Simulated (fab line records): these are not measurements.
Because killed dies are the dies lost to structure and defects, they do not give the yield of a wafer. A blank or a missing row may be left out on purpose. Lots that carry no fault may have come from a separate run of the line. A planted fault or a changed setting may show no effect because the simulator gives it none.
fab line records ; flow n5-finfet
record lots=7; wafers=21
route steps=1938 shown BEOL_M9@1446 BEOL_M10@1499 BEOL_M11@1573 BEOL_M12@1624 BEOL_M13@1696
start-h: the number of hours between the record's first day and the start of the first shown wafer of the lot ; wait-h: hours since the lot's step before ; " as in the row above ; L1.1+2: one row covering several wafers at once ; - no value present, or no start provided ; * or withheld: withheld ; < > ~ a bound
route shown NAME@n: names a module that has steps shown in the file, with the first one's number in the route ; usual: average and standard deviation across the fault-free wafers ; same: alike in all rows ; chamber/n: place in a boat ; sites: readings site by site ; _std_site: how widely they spread, as a standard deviation ; _edge_site: outer sites' mean less inner sites' ; radius-mm: for every site, how far away it sits from the centre of the wafer ; mask NAME#n: copy n ; behind: the tool/chamber that last shaped the wafer ; hold: why the lot went on hold/how many hours it stayed there/how the hold came to an end ; device: transistor that didn't switch, given as n, p or np ; end of line: tests run on the same wafers once the route is complete ; a step given without rows: its recipe and nothing more ; killed: dies lost to structure and defects at the first sort, not the wafer's yield ; map: per-die view of a wafer (x killed, . not killed, _ where there is no die)
set.NAME: the run value of the setting; set.NAME@STEP: its run value at that earlier step ; model.NAME: the simulator's own value behind a step, which no gauge read
lots where settings were altered on purpose, with a table for each step and a row for each wafer
## steps
# step N5_BEOL_M9_TRENCH_ETCH_37
# recipe chemistry=C4F6/O2; target-depth-a=1514.3; target=SiCOH_lowk; time-s=49; ion-energy-ev=250; pressure-mtorr=30; source-w=345; bias-w=185; Ar_flow_sccm=300; C4F6_flow_sccm=10; O2_flow_sccm=10
# usual rf-vpp-V=670/6.1
lot.wafer;tool;chamber;start-h;wait-h;set.bias-w;rf-vpp-V;model.BEOL_M9.feature-depth-nm;model.etch.depth-nm;model.TiN_of_BEOL_M9_HM_DEP_02.thk-nm
L075.2;rie-diel-05;3;-;-;211.9;740;158.6;158.5;15
L075.3;rie-diel-05;1;-;-;185;671;149.6;149.6;15.6
L075.6;rie-diel-05;2;-;-;211.9;743;156.6;156.7;15.2
L077.1;rie-diel-05;0;-;-;185;672;147.8;147.9;15.6
L077.2;rie-diel-05;2;-;-;185;667;149;149;15.8
L077.5;rie-diel-05;1;-;-;185;671;149.6;149.7;15.6
L078.4;rie-diel-05;2;-;-;159.8;594;144;143.9;15.8
L078.5;rie-diel-05;2;-;-;159.8;594;142.2;142.2;16
L078.6;rie-diel-05;1;-;-;185;670;149.6;149.7;15.6
L081.1;rie-diel-04;2;-;-;207.6;734;160.2;160.2;15.6
L081.3;rie-diel-04;3;-;-;185;658;151.6;151.5;16
L081.5;rie-diel-04;0;-;-;207.6;731;157.8;157.7;15.6
L082.1;rie-diel-06;0;-;-;185;681;151;151;15.4
L082.2;rie-diel-06;3;-;-;213.9;749;156;156;15
L082.5;rie-diel-06;0;-;-;213.9;763;159.6;159.6;15
L090.2;rie-diel-06;1;-;-;156.3;582;147;146.9;16.4
L090.4;rie-diel-06;2;-;-;185;675;151.8;151.8;15.8
L090.6;rie-diel-06;3;-;-;156.3;584;141.2;141.3;16.6
L093.4;rie-diel-06;3;-;-;185;669;151;151;15.8
L093.5;rie-diel-06;2;-;-;185;676;152.4;152.5;15.6
L093.6;rie-diel-06;1;-;-;185;665;155;155;16
# step N5_BEOL_M9_ETCH_41
# recipe chemistry=CH3F/O2; target=SiCN; target-depth-a=366; taper-deg=2; time-s=70.1; ion-energy-ev=120; mask-material=TiN; pressure-mtorr=30; source-w=395; bias-w=75; Ar_flow_sccm=150; CH3F_flow_sccm=30; O2_flow_sccm=20
# step N5_BEOL_M9_STRIP_80
# recipe chemistry=N2/H2; time-s=10; power-w=450; temp-c=40; pressure-mtorr=20; rf-frequency-hz=6e+07; bias-power-w=7; n2-flow-sccm=200; h2-flow-sccm=200
# step N5_BEOL_M9_OCD_MEAS_38
# usual trench-depth-nm=150.8/2.5
lot.wafer;tool;chamber;start-h;wait-h;set.bias-w@BEOL_M9_TRENCH_ETCH_37;trench-depth-nm
L075.2;ocd-02;-;242.32;-;211.9;158.7
L075.3;ocd-02;-;242.32;-;185;149.8
L075.6;ocd-02;-;242.32;-;211.9;156.9
L077.1;ocd-01;-;250.63;-;185;148.0
L077.2;ocd-01;-;250.63;-;185;149.2
L077.5;ocd-01;-;250.63;-;185;150.3
L078.4;ocd-02;-;253.80;-;159.8;144.1
L078.5;ocd-02;-;253.80;-;159.8;141.9
L078.6;ocd-02;-;253.80;-;185;150.1
L081.1;ocd-01;-;270.68;-;207.6;160.1
L081.3;ocd-01;-;270.68;-;185;150.9
L081.5;ocd-01;-;270.68;-;207.6;157.3
L082.1;ocd-01;-;287.49;-;185;150.8
L082.2;ocd-01;-;287.49;-;213.9;155.3
L082.5;ocd-01;-;287.49;-;213.9;160.1
L090.2;ocd-02;-;348.97;-;156.3;146.8
L090.4;ocd-02;-;348.97;-;185;151.6
L090.6;ocd-02;-;348.97;-;156.3;141.1
L093.4;ocd-02;-;353.65;-;185;150.7
L093.5;ocd-02;-;353.65;-;185;152.2
L093.6;ocd-02;-;353.65;-;185;154.9
# step N5_BEOL_M9_HM_STRIP_39
# recipe chemistry=peroxide-tin-strip; material=TiN; target-depth-a=250; temp-c=50; time-s=158
# step N5_BEOL_M9_SRD_40
# recipe time-s=30; temp-c=23; rinse-liquid=diw; dry=ipa-marangoni
# step N5_BEOL_M9_ECD_50
# recipe material=Cu; target-thk-a=3180
# step N5_BEOL_M9_ANNEAL_51
# recipe temp-c=225; time-s=90; ambient=N2
# step N5_BEOL_M9_CMP_52
# recipe stop-on=SiCOH_lowk; t-overpolish-s=7; down-force-psi=1; platen-rpm=50; clearing-platen-down-force-psi=1.5; clearing-platen-rpm=50; post-cmp-clean=cu-alkaline; target-thk-nm=140; clearing-platen-pad-velocity-m-s=0.99484; pad-velocity-m-s=0.99484
lot.wafer;tool;chamber;start-h;wait-h;set.bias-w@BEOL_M9_TRENCH_ETCH_37;model.Cu_of_BEOL_M9_ECD_50.thk-nm
L075.2;cmp-01;1;244.80;0.2;211.9;147.8
L075.3;cmp-01;0;244.80;0.2;185;137
L075.6;cmp-01;1;244.80;0.2;211.9;145
L077.2;cmp-04;1;252.28;0.2;185;136.6
L077.1;cmp-04;2;252.28;0.2;185;135.4
L077.5;cmp-04;2;252.28;0.2;185;136.4
L078.4;cmp-04;1;256.32;0.2;159.8;132.4
L078.5;cmp-04;2;256.32;0.2;159.8;130.8
L078.6;cmp-04;3;256.32;0.2;185;138.2
L081.1;cmp-01;3;273.12;0.3;207.6;150
L081.3;cmp-01;0;273.12;0.3;185;140
L081.5;cmp-01;2;273.12;0.3;207.6;147
L082.2;cmp-01;0;289.44;0.2;213.9;144.4
L082.1;cmp-01;1;289.44;0.2;185;140.2
L082.5;cmp-01;0;289.44;0.2;213.9;148.2
L090.4;cmp-01;3;351.71;0.2;185;141
L090.2;cmp-01;0;351.71;0.2;156.3;135.4
L090.6;cmp-01;1;351.71;0.2;156.3;128.6
L093.4;cmp-01;1;356.15;0.2;185;139
L093.6;cmp-01;3;356.15;0.2;185;143.8
L093.5;cmp-01;0;356.15;0.2;185;140
# step N5_BEOL_M9_THK_MEAS_53
# recipe thk-meas-gauge=xrf; reads=Cu_of_BEOL_M9_ECD_50
# usual M9_THK=139.2/2.8
lot.wafer;tool;chamber;start-h;wait-h;set.bias-w@BEOL_M9_TRENCH_ETCH_37;M9_THK[nm]
L075.2;film-metro-01;-;245.09;-;211.9;147.6
L075.3;film-metro-01;-;245.09;-;185;136.7
L075.6;film-metro-01;-;245.09;-;211.9;145.2
L077.1;film-metro-02;-;252.57;-;185;135.3
L077.2;film-metro-02;-;252.57;-;185;136.4
L077.5;film-metro-02;-;252.57;-;185;136.3
L078.4;film-metro-01;-;256.51;-;159.8;132.0
L078.5;film-metro-01;-;256.51;-;159.8;131.0
L078.6;film-metro-01;-;256.51;-;185;137.9
L081.1;film-metro-02;-;273.34;-;207.6;149.1
L081.3;film-metro-02;-;273.34;-;185;139.0
L081.5;film-metro-02;-;273.34;-;207.6;146.4
L082.1;film-metro-02;-;289.74;-;185;139.4
L082.2;film-metro-02;-;289.74;-;213.9;143.1
L082.5;film-metro-02;-;289.74;-;213.9;147.0
L090.2;film-metro-01;-;351.93;-;156.3;133.8
L090.4;film-metro-01;-;351.93;-;185;139.7
L090.6;film-metro-01;-;351.93;-;156.3;127.1
L093.4;film-metro-02;-;356.37;-;185;138.3
L093.5;film-metro-02;-;356.37;-;185;139.4
L093.6;film-metro-02;-;356.37;-;185;143.2
# step N5_BEOL_M9_PRE_CLEAN_55
# recipe gas=NH3; time-s=15; temp-c=withheld; rf-power-w=300
# step N5_BEOL_M9_DEP_56
# recipe material=SiCN; target-thk-a=150; temp-c=withheld; precursor=3MS/NH3; pressure-torr=3; rf-w=202; time-s=26.5
# step N5_BEOL_M9_RS_MEAS_57
# recipe thk-meas-gauge=four-point-probe; reads=Cu_of_BEOL_M9_ECD_50+Co_of_BEOL_M9_CVD_78+TaN_of_BEOL_M9_ALD_74
# usual M9_RS=0.152/0.0033
lot.wafer;tool;chamber;start-h;wait-h;set.bias-w@BEOL_M9_TRENCH_ETCH_37;M9_RS[ohm/sq]
L075.2;film-metro-02;-;245.24;0.1;211.9;0.142
L075.3;film-metro-02;-;245.24;0.1;185;0.154
L075.6;film-metro-02;-;245.24;0.1;211.9;0.145
L077.1;film-metro-02;-;252.71;0.1;185;0.157
L077.2;film-metro-02;-;252.71;0.1;185;0.155
L077.5;film-metro-02;-;252.71;0.1;185;0.155
L078.4;film-metro-02;-;256.64;0.0;159.8;0.160
L078.5;film-metro-02;-;256.64;0.0;159.8;0.162
L078.6;film-metro-02;-;256.64;0.0;185;0.153
L081.1;film-metro-02;-;273.48;0.1;207.6;0.140
L081.3;film-metro-02;-;273.48;0.1;185;0.151
L081.5;film-metro-02;-;273.48;0.1;207.6;0.143
L082.1;film-metro-01;-;289.87;0.1;185;0.151
L082.2;film-metro-01;-;289.87;0.1;213.9;0.146
L082.5;film-metro-01;-;289.87;0.1;213.9;0.142
L090.2;film-metro-02;-;352.10;0.1;156.3;0.156
L090.4;film-metro-02;-;352.10;0.1;185;0.150
L090.6;film-metro-02;-;352.10;0.1;156.3;0.166
L093.4;film-metro-02;-;356.64;0.1;185;0.152
L093.5;film-metro-02;-;356.64;0.1;185;0.151
L093.6;film-metro-02;-;356.64;0.1;185;0.146
# step N5_BEOL_M10_EXPOSE_25
# recipe mask-id=V9; na=1.35; source-shape=annular; sigma-inner=0.5; sigma-outer=0.8; polarization=unpolarized; dose-mj=85.5
lot.wafer;tool;chamber;start-h;wait-h;mask;set.dose-mj
L075.2+3+6;arfi-scanner-03;0;250.09;-;V9#0;85.5
L077.1+2+5;arfi-scanner-03;0;257.31;-;V9#0;85.5
L078.4+5;arfi-scanner-02;0;261.52;-;V9#0;79.17
L078.6;arfi-scanner-02;0;261.52;-;V9#0;85.5
L081.1+3+5;arfi-scanner-03;0;277.99;-;V9#0;85.5
L082.1;arfi-scanner-01;0;295.00;-;V9#0;87.91
L082.2+5;arfi-scanner-01;0;295.00;-;V9#0;85.5
L090.2+4;arfi-scanner-03;0;357.49;-;V9#0;85.5
L090.6;arfi-scanner-03;0;357.49;-;V9#0;83.68
L093.4+6;arfi-scanner-01;0;360.48;-;V9#0;81.58
L093.5;arfi-scanner-01;0;360.48;-;V9#0;85.5
# step N5_BEOL_M10_PEB_26
# recipe peb-temp-c=withheld; peb-time-s=60; resist=CAR-ArF
# step N5_BEOL_M10_DEVELOP_27
# recipe develop-time-s=30; developer=TMAH; resist=CAR-ArF; rinse-liquid=diw; dry=air-spin; dev-temp-c=23
# step N5_BEOL_M10_CD_MEAS_28
# recipe target-cd-nm=70; landing-energy-ev=500; detector=se-inlens; polarity=opening
# usual cd-nm=69.6/0.95
lot.wafer;tool;chamber;start-h;wait-h;set.dose-mj@BEOL_M10_EXPOSE_25;cd-nm
L075.2;cd-sem-02;0;250.21;-;85.5;70.2
L075.3;cd-sem-02;0;250.21;-;85.5;70.2
L075.6;cd-sem-02;0;250.21;-;85.5;70.2
L077.1;cd-sem-03;0;257.44;-;85.5;68.2
L077.2;cd-sem-03;0;257.44;-;85.5;68.3
L077.5;cd-sem-03;0;257.44;-;85.5;68.9
L078.4;cd-sem-02;0;261.64;-;79.17;64.0
L078.5;cd-sem-02;0;261.64;-;79.17;63.1
L078.6;cd-sem-02;0;261.64;-;85.5;69.1
L081.1;cd-sem-02;0;278.12;-;85.5;68.5
L081.3;cd-sem-02;0;278.12;-;85.5;69.1
L081.5;cd-sem-02;0;278.12;-;85.5;68.7
L082.1;cd-sem-02;0;295.13;-;87.91;71.0
L082.2;cd-sem-02;0;295.13;-;85.5;68.7
L082.5;cd-sem-02;0;295.13;-;85.5;69.5
L090.2;cd-sem-03;0;357.61;-;85.5;69.8
L090.4;cd-sem-03;0;357.61;-;85.5;71.0
L090.6;cd-sem-03;0;357.61;-;83.68;69.2
L093.4;cd-sem-01;0;360.59;-;81.58;66.7
L093.5;cd-sem-01;0;360.59;-;85.5;69.3
L093.6;cd-sem-01;0;360.59;-;81.58;66.6
# step N5_BEOL_M10_VIA_ETCH_34
# recipe chemistry=C4F6/O2; target=SiCOH_lowk; target-depth-a=1845; mask-material=SOC; taper-deg=4; time-s=69.2; ion-energy-ev=250; pressure-mtorr=30; source-w=345; bias-w=185; Ar_flow_sccm=300; C4F6_flow_sccm=10; O2_flow_sccm=10
lot.wafer;tool;chamber;start-h;wait-h;set.time-s;model.etch.depth-nm;model.SOC_of_BEOL_M10_COAT_63.thk-nm
L075.2;rie-diel-02;2;250.82;0.0;69.2;185.7;91.8
L075.3;rie-diel-02;0;250.82;0.0;69.2;186.4;91.4
L075.6;rie-diel-02;0;250.82;0.0;69.2;186.5;91.4
L077.1;rie-diel-03;2;258.04;0.0;69.2;185.4;92
L077.2;rie-diel-03;0;258.04;0.0;69.2;185.4;92.2
L077.5;rie-diel-03;2;258.04;0.0;69.2;187.6;91.8
L078.4;rie-diel-02;3;262.34;0.0;69.2;182.9;92
L078.5;rie-diel-02;0;262.34;0.0;69.2;186.8;91.8
L078.6;rie-diel-02;2;262.34;0.0;69.2;186.3;92
L081.1;rie-diel-01;0;278.42;0.0;60.82;163.3;93
L081.3;rie-diel-01;2;278.42;0.0;60.82;163;92.8
L081.5;rie-diel-01;2;278.42;0.0;69.2;188.4;92
L082.1;rie-diel-02;2;295.43;0.0;69.2;184.8;91.6
L082.2;rie-diel-02;0;295.43;0.0;75.09;202.7;91.2
L082.5;rie-diel-02;1;295.43;0.0;69.2;185.7;91.8
L090.2;rie-diel-02;0;358.49;0.0;69.2;186.1;91.6
L090.4;rie-diel-02;3;358.49;0.0;64.19;170.1;92.4
L090.6;rie-diel-02;0;358.49;0.0;64.19;171.4;92.4
L093.4;rie-diel-03;3;360.97;0.0;81.55;218.5;90.8
L093.5;rie-diel-03;2;360.97;0.0;69.2;183.6;92.4
L093.6;rie-diel-03;1;360.97;0.0;81.55;217.3;91
# step N5_BEOL_M11_ETCH_66
# recipe chemistry=N2/H2; target=SOC; target-depth-a=1200; overetch-a=240; mask-material=SiARC; temp-c=40; time-s=180; ion-energy-ev=200; pressure-mtorr=30; source-w=840; bias-w=150; n2-flow-sccm=200; h2-flow-sccm=200
lot.wafer;tool;chamber;start-h;wait-h;set.time-s;model.SiARC_of_BEOL_M11_COAT_64.thk-nm
L075.2;rie-diel-06;0;259.57;0.0;195.6;21.8
L075.3;rie-diel-06;2;259.57;0.0;195.6;22.4
L075.6;rie-diel-06;0;259.57;0.0;180;22.4
L077.1;rie-diel-05;2;265.81;0.0;180;23.2
L077.2+5;rie-diel-05;1,0;265.81;0.0;180;23
L078.4;rie-diel-05;1;270.03;0.0;180;22.8
L078.5;rie-diel-05;0;270.03;0.0;141;24.6
L078.6;rie-diel-05;1;270.03;0.0;141;24.4
L081.1+3;rie-diel-05;1,0;287.16;0.0;220.3;21.4
L081.5;rie-diel-05;3;287.16;0.0;220.3;21
L082.1+2;rie-diel-06;0,1;301.48;0.0;180;22.6
L082.5;rie-diel-06;3;301.48;0.0;160.6;23.6
L090.2;rie-diel-04;2;369.49;0.0;143.5;24
L090.4;rie-diel-04;3;369.49;0.0;180;22.8
L090.6;rie-diel-04;0;369.49;0.0;143.5;24.2
L093.4;rie-diel-06;1;370.62;0.0;147.9;24
L093.5;rie-diel-06;2;370.62;0.0;147.9;24.2
L093.6;rie-diel-06;1;370.62;0.0;180;22.6
# step N5_BEOL_M12_COAT_66
# recipe resist=SiARC; temp-c=220; time-s=60; spin-rpm=1500; resist-thk-nm=110
lot.wafer;tool;chamber;start-h;wait-h;set.spin-rpm;model.SiARC_of_BEOL_M12_COAT_66.thk-nm
L075.2;litho-track-01;0;-;-;1349;116
L075.3;litho-track-01;0;-;-;1500;109.8
L075.6;litho-track-01;0;-;-;1349;116.4
L077.1;litho-track-02;0;-;-;1500;109.8
L077.2;litho-track-02;0;-;-;1500;110
L077.5;litho-track-02;0;-;-;1500;110.2
L078.4+6;litho-track-01;0;-;-;1571;107.8
L078.5;litho-track-01;0;-;-;1500;110
L081.1+5;litho-track-01;0;-;-;1500;110.4
L081.3;litho-track-01;0;-;-;1500;110.8
L082.1+2;litho-track-05;0;-;-;1500;110.2
L082.5;litho-track-05;0;-;-;1500;110.8
L090.2;litho-track-05;0;-;-;1500;109.8
L090.4+6;litho-track-05;0;-;-;1500;109.6
L093.4+5;litho-track-02;0;-;-;1418;113
L093.6;litho-track-02;0;-;-;1418;112.6
# step N5_BEOL_M12_COAT_22
# recipe spin-rpm=2888; resist-thk-nm=300
# step N5_BEOL_M12_EBR_24
# recipe solvent=PGMEA; ebr-width-mm=1.5
# step N5_BEOL_M12_DESCUM_33
# recipe chemistry=O2; time-s=7.9; source-power-w=50; bias-power-w=20; pressure-mtorr=20; rf-frequency-hz=2.712e+07; temp-c=40; o2-flow-sccm=225
# step N5_BEOL_M12_ETCH_67
# recipe chemistry=CF4; target=SiARC; target-depth-a=1430; time-s=238.3; ion-energy-ev=80; pressure-mtorr=40; source-w=545; bias-w=36; Ar_flow_sccm=100; cf4-flow-sccm=100; ends=cleared
lot.wafer;tool;chamber;start-h;wait-h;set.spin-rpm@BEOL_M12_COAT_66;model.etch.depth-nm;model.coat_of_BEOL_M12_COAT_22.thk-nm
L075.2;rie-diel-03;0;264.87;0.0;1349;116.1;207.4
L075.3;rie-diel-03;2;264.87;0.0;1500;109.9;211.4
L075.6;rie-diel-03;1;264.87;0.0;1349;116.3;207
L077.1;rie-diel-02;2;270.66;0.0;1500;109.7;213.6
L077.2;rie-diel-02;3;270.66;0.0;1500;109.9;213
L077.5;rie-diel-02;0;270.66;0.0;1500;110.2;213.4
L078.4;rie-diel-03;1;274.81;0.0;1571;107.9;211.6
L078.5;rie-diel-03;3;274.81;0.0;1500;110.1;211.2
L078.6;rie-diel-03;2;274.81;0.0;1571;107.7;213.4
L081.1;rie-diel-03;2;292.07;0.0;1500;110.4;211
L081.3;rie-diel-03;0;292.07;0.0;1500;110.8;211.2
L081.5;rie-diel-03;1;292.07;0.0;1500;110.4;210.8
L082.1;rie-diel-01;1;308.22;0.0;1500;110.3;212.8
L082.2;rie-diel-01;0;308.22;0.0;1500;110.3;211.6
L082.5;rie-diel-01;3;308.22;0.0;1500;110.7;211.6
L090.2;rie-diel-02;3;374.66;0.0;1500;109.7;212
L090.4;rie-diel-02;3;374.66;0.0;1500;109.7;212.6
L090.6;rie-diel-02;2;374.66;0.0;1500;109.7;211.8
L093.4;rie-diel-02;2;376.54;0.1;1418;112.9;210.4
L093.5;rie-diel-02;3;376.54;0.1;1418;113.1;210.8
L093.6;rie-diel-02;2;376.54;0.1;1418;112.7;211.2
# step N5_BEOL_M12_ETCH_68
# recipe chemistry=N2/H2; target=SOC; mask-material=SiARC; source-w=3000; bias-w=350; temp-c=40; time-s=285; ion-energy-ev=200; pressure-mtorr=30; n2-flow-sccm=200; h2-flow-sccm=200
lot.wafer;tool;chamber;start-h;wait-h;set.spin-rpm@BEOL_M12_COAT_66;model.SiARC_of_BEOL_M12_COAT_66.thk-nm
L075.2;rie-diel-03;0;265.02;0.1;1349;91.4
L075.3;rie-diel-03;2;265.02;0.1;1500;85.4
L075.6;rie-diel-03;1;265.02;0.1;1349;91.8
L077.1;rie-diel-02;2;270.81;0.1;1500;85.4
L077.2;rie-diel-02;3;270.81;0.1;1500;86
L077.5;rie-diel-02;0;270.81;0.1;1500;85.6
L078.4;rie-diel-03;1;274.96;0.1;1571;83.4
L078.5;rie-diel-03;3;274.96;0.1;1500;85.6
L078.6;rie-diel-03;2;274.96;0.1;1571;83.2
L081.1;rie-diel-03;2;292.21;0.1;1500;86.2
L081.3;rie-diel-03;0;292.21;0.1;1500;86.8
L081.5;rie-diel-03;1;292.21;0.1;1500;86
L082.1;rie-diel-01;1;308.36;0.1;1500;86.2
L082.2;rie-diel-01;0;308.36;0.1;1500;85.6
L082.5;rie-diel-01;3;308.36;0.1;1500;86.6
L090.2+6;rie-diel-02;3,2;374.88;0.1;1500;85.6
L090.4;rie-diel-02;3;374.88;0.1;1500;85.4
L093.4+5;rie-diel-02;2,3;376.78;0.2;1418;89
L093.6;rie-diel-02;2;376.78;0.2;1418;88.6
# step N5_BEOL_M13_TRENCH_ETCH_34
# recipe chemistry=C4F8/O2/Ar; target=SiOC; target-depth-a=4134.7; mask-material=SOC; pressure-mtorr=30; source-w=3000; bias-w=700; Ar_flow_sccm=400; C4F8_flow_sccm=15; O2_flow_sccm=8; he-inner-torr=15; he-outer-torr=30; time-s=162.6; ion-energy-ev=250
lot.wafer;tool;chamber;start-h;wait-h;set.time-s;model.etch.depth-nm
L075.2;rie-diel-05;3;271.67;0.0;162.6;408.2
L075.3;rie-diel-05;2;271.67;0.0;194.1;485.5
L075.6;rie-diel-05;0;271.67;0.0;194.1;476.3
L077.1;rie-diel-04;0;275.32;0.0;162.6;421.6
L077.2;rie-diel-04;3;275.32;0.0;162.6;420.2
L077.5;rie-diel-04;2;275.32;0.0;162.6;422.8
L078.4;rie-diel-05;0;279.75;0.0;188.6;461.5
L078.5;rie-diel-05;0;279.75;0.0;188.6;466.5
L078.6;rie-diel-05;3;279.75;0.0;162.6;412.2
L081.1;rie-diel-05;0;300.28;0.0;192.1;474.3
L081.3;rie-diel-05;2;300.28;0.0;162.6;413.2
L081.5;rie-diel-05;3;300.28;0.0;162.6;418.7
L082.1;rie-diel-04;0;318.11;0.0;162.6;413.9
L082.2;rie-diel-04;3;318.11;0.0;141.1;359.6
L082.5;rie-diel-04;0;318.11;0.0;162.6;420
L090.2;rie-diel-04;0;381.80;0.0;127.5;323.5
L090.4;rie-diel-04;3;381.80;0.0;162.6;416
L090.6;rie-diel-04;1;381.80;0.0;162.6;419.5
L093.4;rie-diel-04;0;384.31;0.0;145.1;373.8
L093.5;rie-diel-04;1;384.31;0.0;162.6;419.6
L093.6;rie-diel-04;0;384.31;0.0;145.1;371.9
# step N5_BEOL_M13_STRIP_70
# recipe chemistry=C4F8/O2/Ar; resist=SiARC; rf-frequency-hz=6e+07
# step N5_BEOL_M13_OCD_MEAS_35
# usual trench-depth-nm=414/6.2
lot.wafer;tool;chamber;start-h;wait-h;set.time-s@BEOL_M13_TRENCH_ETCH_34;trench-depth-nm
L075.2;ocd-01;-;271.84;0.0;162.6;408
L075.3;ocd-01;-;271.84;0.0;194.1;485
L075.6;ocd-01;-;271.84;0.0;194.1;477
L077.1;ocd-01;-;275.50;0.0;162.6;422
L077.2;ocd-01;-;275.50;0.0;162.6;420
L077.5;ocd-01;-;275.50;0.0;162.6;423
L078.4;ocd-02;-;279.93;0.0;188.6;462
L078.5;ocd-02;-;279.93;0.0;188.6;467
L078.6;ocd-02;-;279.93;0.0;162.6;412
L081.1;ocd-01;-;300.45;0.0;192.1;474
L081.3;ocd-01;-;300.45;0.0;162.6;413
L081.5;ocd-01;-;300.45;0.0;162.6;418
L082.1;ocd-02;-;318.28;0.0;162.6;414
L082.2;ocd-02;-;318.28;0.0;141.1;359
L082.5;ocd-02;-;318.28;0.0;162.6;420
L090.2;ocd-02;-;381.98;0.0;127.5;323
L090.4;ocd-02;-;381.98;0.0;162.6;416
L090.6;ocd-02;-;381.98;0.0;162.6;420
L093.4;ocd-02;-;384.49;0.0;145.1;374
L093.5;ocd-02;-;384.49;0.0;162.6;420
L093.6;ocd-02;-;384.49;0.0;145.1;372
## key
split step=N5_BEOL_M9_TRENCH_ETCH_37; setting=bias-w; stated=185; by=wafer
response step=N5_BEOL_M9_TRENCH_ETCH_37; reading=rf-vpp-V; change=+5.4; per=1%; r=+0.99
response step=N5_BEOL_M9_TRENCH_ETCH_37; reading=model.BEOL_M9.feature-depth-nm; change=+0.505; per=1%; r=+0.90
response step=N5_BEOL_M9_TRENCH_ETCH_37; reading=model.etch.depth-nm; change=+0.508; per=1%; r=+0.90
response step=N5_BEOL_M9_TRENCH_ETCH_37; reading=model.TiN_of_BEOL_M9_HM_DEP_02.thk-nm; change=-0.0324; per=1%; r=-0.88
response step=N5_BEOL_M9_OCD_MEAS_38; reading=trench-depth-nm; change=+0.518; per=1%; r=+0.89
response step=N5_BEOL_M9_CMP_52; reading=model.Cu_of_BEOL_M9_ECD_50.thk-nm; change=+0.548; per=1%; r=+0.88
response step=N5_BEOL_M9_THK_MEAS_53; reading=M9_THK; change=+0.552; per=1%; r=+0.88
response step=N5_BEOL_M9_RS_MEAS_57; reading=M9_RS; change=-0.000645; per=1%; r=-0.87
split step=N5_BEOL_M10_EXPOSE_25; setting=dose-mj; stated=85.5; by=wafer
response step=N5_BEOL_M10_CD_MEAS_28; reading=cd-nm; change=+0.698; per=1%; r=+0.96
split step=N5_BEOL_M10_VIA_ETCH_34; setting=time-s; stated=69.2; by=wafer
response step=N5_BEOL_M10_VIA_ETCH_34; reading=model.etch.depth-nm; change=+2; per=1%; r=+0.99
response step=N5_BEOL_M10_VIA_ETCH_34; reading=model.SOC_of_BEOL_M10_COAT_63.thk-nm; change=-0.0809; per=1%; r=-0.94
split step=N5_BEOL_M11_ETCH_66; setting=time-s; stated=180; by=wafer
response step=N5_BEOL_M11_ETCH_66; reading=model.SiARC_of_BEOL_M11_COAT_64.thk-nm; change=-0.0743; per=1%; r=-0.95
split step=N5_BEOL_M12_COAT_66; setting=spin-rpm; stated=1500; by=wafer
response step=N5_BEOL_M12_COAT_66; reading=model.SiARC_of_BEOL_M12_COAT_66.thk-nm; change=-0.605; per=1%; r=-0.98
response step=N5_BEOL_M12_ETCH_67; reading=model.etch.depth-nm; change=-0.601; per=1%; r=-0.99
response step=N5_BEOL_M12_ETCH_67; reading=model.coat_of_BEOL_M12_COAT_22.thk-nm; change=+0.391; per=1%; r=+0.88
response step=N5_BEOL_M12_ETCH_68; reading=model.SiARC_of_BEOL_M12_COAT_66.thk-nm; change=-0.592; per=1%; r=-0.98
split step=N5_BEOL_M13_TRENCH_ETCH_34; setting=time-s; stated=162.6; by=wafer
response step=N5_BEOL_M13_TRENCH_ETCH_34; reading=model.etch.depth-nm; change=+3.84; per=1%; r=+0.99
response step=N5_BEOL_M13_OCD_MEAS_35; reading=trench-depth-nm; change=+3.85; per=1%; r=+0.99
